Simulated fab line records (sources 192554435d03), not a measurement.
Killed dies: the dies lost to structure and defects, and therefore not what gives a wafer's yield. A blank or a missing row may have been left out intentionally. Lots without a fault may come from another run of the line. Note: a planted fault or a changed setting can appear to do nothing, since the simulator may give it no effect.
Which tool was responsible? ; flow n5-finfet ; 29 wafers from 10 lots sampled at 5 of the route's 1938 steps

WHAT THE GAUGES READ, wafer by wafer
N5_BEOL_M2_CD_MEAS_35: target cd 18 nm, target cd y 22.2 nm. Usual: cd-nm reads 17.8 nm (standard deviation 0.33).
lot;measured;on;cd-nm (nm);flag
L996;day 8 04:12;cd-sem-01;18.0 17.5 17.5;
L997;day 8 13:16;cd-sem-03;18.1 18.2 17.6;
L100;day 9 06:56;cd-sem-03;17.9 17.9;
L105;day 10 11:58;cd-sem-03;17.1 17.2 17.7;
L106;day 10 23:13;cd-sem-02;17.9 17.7 17.5;
L109;day 11 16:34;cd-sem-03;17.8 18.0 17.8;
L111;day 12 07:20;cd-sem-02;18.1 17.6 18.1;
L110;day 12 09:11;cd-sem-01;18.0 17.6 17.7;
L114;day 12 15:40;cd-sem-02;18.2 18.3 18.0;
L115;day 12 23:38;cd-sem-01;17.8 18.1 17.4;

N5_BEOL_M4_RC_MEAS_101. Usual: DIBL_N 36.6 mV/V, standard deviation 1.9; DIBL_P 36.7 mV/V, standard deviation 2.2; IOFF_N 0.16 nA/um, standard deviation 0.035; IOFF_P 0.22 nA/um, standard deviation 0.038; ION_N 672 uA/um, standard deviation 14; ION_P 462 uA/um, standard deviation 8.3; SS_N 71.6 mV/dec, standard deviation 0.65; SS_P 73.5 mV/dec, standard deviation 0.72; VT_N 250 mV, standard deviation 3.5; VT_P -250 mV, standard deviation 3.1.
lot;measured;on;DIBL_N (mV/V);DIBL_P (mV/V);IOFF_N (nA/um);IOFF_P (nA/um);ION_N (uA/um);ION_P (uA/um);SS_N (mV/dec);SS_P (mV/dec);VT_N (mV);VT_P (mV);flag
L996;day 9 15:41;prober-02;36.5 34.4 33.4;36.7 34.7 32.6;0.15 0.12 0.11;0.19 0.16 0.14;653 667 650;448 453 442;71.6 71.0 70.7;73.3 72.7 71.6;254 254 257;-258 -257 -257;
L997;day 10 06:55;prober-02;35.6 37.4 34.8;35.6 37.6 36.4;0.12 0.16 0.13;0.20 0.22 0.21;653 651 661;462 448 462;71.6 72.3 70.8;72.9 73.5 73.2;255 252 253;-250 -251 -248;
L100;day 10 22:46;prober-01;36.2 36.8;36.5 36.2;0.14 0.15;0.21 0.21;674 670;459 461;71.4 71.6;73.3 72.9;256 250;-252 -251;
L105;day 12 08:23;prober-01;35.5 33.3 35.3;35.2 32.9 34.6;0.13 0.11 0.14;0.18 0.16 0.18;650 656 665;451 459 452;71.8 70.9 71.5;73.1 72.7 73.1;252 254 253;-251 -254 -251;
L106;day 12 15:44;prober-02;34.9 36.9 36.8;35.8 37.6 38.6;0.13 0.18 0.17;0.18 0.22 0.24;671 673 672;456 454 463;72.0 72.6 71.8;73.1 73.7 73.5;253 250 249;-253 -250 -248;
L109;day 13 05:08;prober-02;36.2 36.8 35.7;37.9 38.9 37.4;0.19 0.19 0.18;0.24 0.25 0.23;674 671 679;467 464 465;71.5 71.4 72.3;74.5 73.9 73.9;246 248 247;-247 -248 -247;
L111;day 13 09:16;prober-02;40.8 35.1 36.6;42.0 35.6 36.8;0.26 0.14 0.16;0.32 0.21 0.21;692 663 676;467 457 462;72.9 71.1 71.7;74.4 73.1 73.4;245 251 250;-245 -249 -251;
L110;day 13 13:35;prober-02;38.5 39.1 37.1;37.6 38.6 36.5;0.19 0.21 0.17;0.21 0.23 0.20;674 693 686;453 471 466;72.4 72.5 71.5;74.1 74.6 73.9;246 247 246;-251 -252 -253;
L114;day 14 07:49;prober-02;38.0 39.0 37.8;37.2 39.1 36.6;0.19 0.23 0.18;0.26 0.31 0.25;699 682 674;472 467 463;71.8 71.8 72.4;73.5 74.1 73.6;249 245 248;-244 -244 -245;
L115;day 14 16:10;prober-01;37.0 36.8 38.7;38.4 38.0 39.6;0.17 0.17 0.20;0.22 0.24 0.26;674 676 694;467 459 470;71.4 72.2 72.2;73.3 74.1 73.6;251 248 249;-250 -248 -248;

EACH LOT AND THE TOOL THAT RAN IT (in order: tool; ch and the chambers of the sampled wafers; start)
lot;N5_BEOL_M2_TRENCH_ETCH_37;N5_BEOL_M2_ALD_84;N5_BEOL_M2_SPUTTER_81
L996;rie-diel-05 ch 1,2, day 8 04:12 or earlier;ald-metal-02 ch 0,2, day 8 04:20;pvd-sputter-03, day 8 05:34
L997;rie-diel-04 ch 1,2,3, day 8 13:16 or earlier;ald-metal-02 ch 0,2,3, day 8 13:52;pvd-sputter-03, day 8 14:44
L100;rie-diel-02 ch 2,3, day 9 06:56 or earlier;ald-metal-02 ch 2,3, day 9 07:26;pvd-sputter-03, day 9 08:42
L105;rie-diel-02 ch 1,2,3, day 10 11:58 or earlier;ald-metal-04 ch 0,2,3, day 10 12:48;pvd-sputter-01, day 10 13:35
L106;rie-diel-04 ch 0,2,3, day 10 23:13 or earlier;ald-metal-04 ch 0,2,3, day 10 23:53;pvd-sputter-03, day 11 02:12
L109;rie-diel-05 ch 1,2,3, day 11 16:34 or earlier;ald-metal-04 ch 0,1,2, day 11 17:16;pvd-sputter-03, day 11 18:23
L111;rie-diel-04 ch 0,2,3, day 12 07:20 or earlier;ald-metal-04 ch 1,2, day 12 08:04;pvd-sputter-03, day 12 09:21
L110;rie-diel-05 ch 2,3, day 12 09:11 or earlier;ald-metal-02 ch 0,3, day 12 09:50;pvd-sputter-02, day 12 10:47
L114;rie-diel-02 ch 0,1,3, day 12 15:40 or earlier;ald-metal-02 ch 1,2,3, day 12 16:10;pvd-sputter-01, day 12 17:13
L115;rie-diel-05 ch 1,3, day 12 23:38 or earlier;ald-metal-02 ch 1,2,3, day 12 23:49;pvd-sputter-01, day 13 01:12
- N5_BEOL_M2_TRENCH_ETCH_37: etches SiOC in C4F6/O2, target depth 55.555 nm, time 29.2 s.
- N5_BEOL_M2_ALD_84: deposits TaN, pulse time 2 s, purge time 3 s, co reactant purge time 2 s.
- N5_BEOL_M2_SPUTTER_81: material Cu, target thk 4.5 nm, time 8.29 s.

WHAT THE TOOLS THEMSELVES READ (means of the sampled wafers that have a number; where no wafer has one, the mark that the record gives instead)
N5_BEOL_M2_TRENCH_ETCH_37. Usual: bias-w 185.0 W, standard deviation 0.53; drypump-motor-current-A 5.7 A, standard deviation 0.4; oes-product-au 0.73 a.u., standard deviation 0.065; rf-vpp-V 668 V, standard deviation 13; showerhead-plenum-p-Torr 2.85 Torr, standard deviation 0.1; throttle-valve-pct 20.93 %, standard deviation 0.28.
lot;tool;bias-w (W);drypump-motor-current-A (A);oes-product-au (a.u.);rf-vpp-V (V);showerhead-plenum-p-Torr (Torr);throttle-valve-pct (%);flag
L996;rie-diel-05;184.7;5.9;0.71;669;2.85;20.79;
L997;rie-diel-04;184.7;5.7;0.71;664;2.87;21.11;
L100;rie-diel-02;185.1;5.7;0.77;684;2.90;20.79;
L105;rie-diel-02;184.7;5.7;0.73;676;2.90;20.88;
L106;rie-diel-04;184.5;5.8;0.71;655;2.79;20.85;
L109;rie-diel-05;185.0;6.0;0.81;672;2.93;20.83;
L111;rie-diel-04;185.0;5.8;0.72;655;2.79;20.88;
L110;rie-diel-05;185.4;5.9;0.71;668;2.85;20.89;
L114;rie-diel-02;185.3;5.5;0.76;676;2.91;20.79;
L115;rie-diel-05;184.7;6.2;0.78;672;2.89;20.96;

N5_BEOL_M2_ALD_84. Usual: heater-power-w 405 W, standard deviation 37; precursor-vessel-temp-c 75.01 C, standard deviation 0.13.
lot;tool;heater-power-w (W);precursor-vessel-temp-c (C);flag
L996;ald-metal-02;360;75.09;
L997;ald-metal-02;389;75.06;
L100;ald-metal-02;410;74.94;
L105;ald-metal-04;419;75.09;
L106;ald-metal-04;414;75.09;
L109;ald-metal-04;430;75.03;
L111;ald-metal-04;440;75.08;
L110;ald-metal-02;387;75.20;
L114;ald-metal-02;385;74.88;
L115;ald-metal-02;385;74.94;

N5_BEOL_M2_SPUTTER_81. Usual: throttle-valve-pct reads 30.2 % (standard deviation 0.99).
lot;tool;throttle-valve-pct (%);flag
L996;pvd-sputter-03;30.4;
L997;pvd-sputter-03;30.4;
L100;pvd-sputter-03;30.5;
L105;pvd-sputter-01;29.6;
L106;pvd-sputter-03;30.5;
L109;pvd-sputter-03;30.6;
L111;pvd-sputter-03;30.1;
L110;pvd-sputter-02;29.8;
L114;pvd-sputter-01;28.9;
L115;pvd-sputter-01;29.5;

THE ANSWER, worked out from the rows above alone
Rule: take the mean of a lot's wafers that have a number; if it is more than 3 standard deviations from the usual mean, the lot is off. Also off: a lot with no number at a reading for which 4 or more lots have one. The other lots that the step has rows for count as sound. After the gauges, taken in route order, come the tools' own readings; for these a lot's mean is taken, as printed above. At the first step where some lot is off, the reading lying furthest off is the one used; lots without a number count as furthest.
Across all readings shown, no lot is off: no conclusion can be drawn from this.

WHAT HAD BEEN PUT IN BY THE SIMULATOR
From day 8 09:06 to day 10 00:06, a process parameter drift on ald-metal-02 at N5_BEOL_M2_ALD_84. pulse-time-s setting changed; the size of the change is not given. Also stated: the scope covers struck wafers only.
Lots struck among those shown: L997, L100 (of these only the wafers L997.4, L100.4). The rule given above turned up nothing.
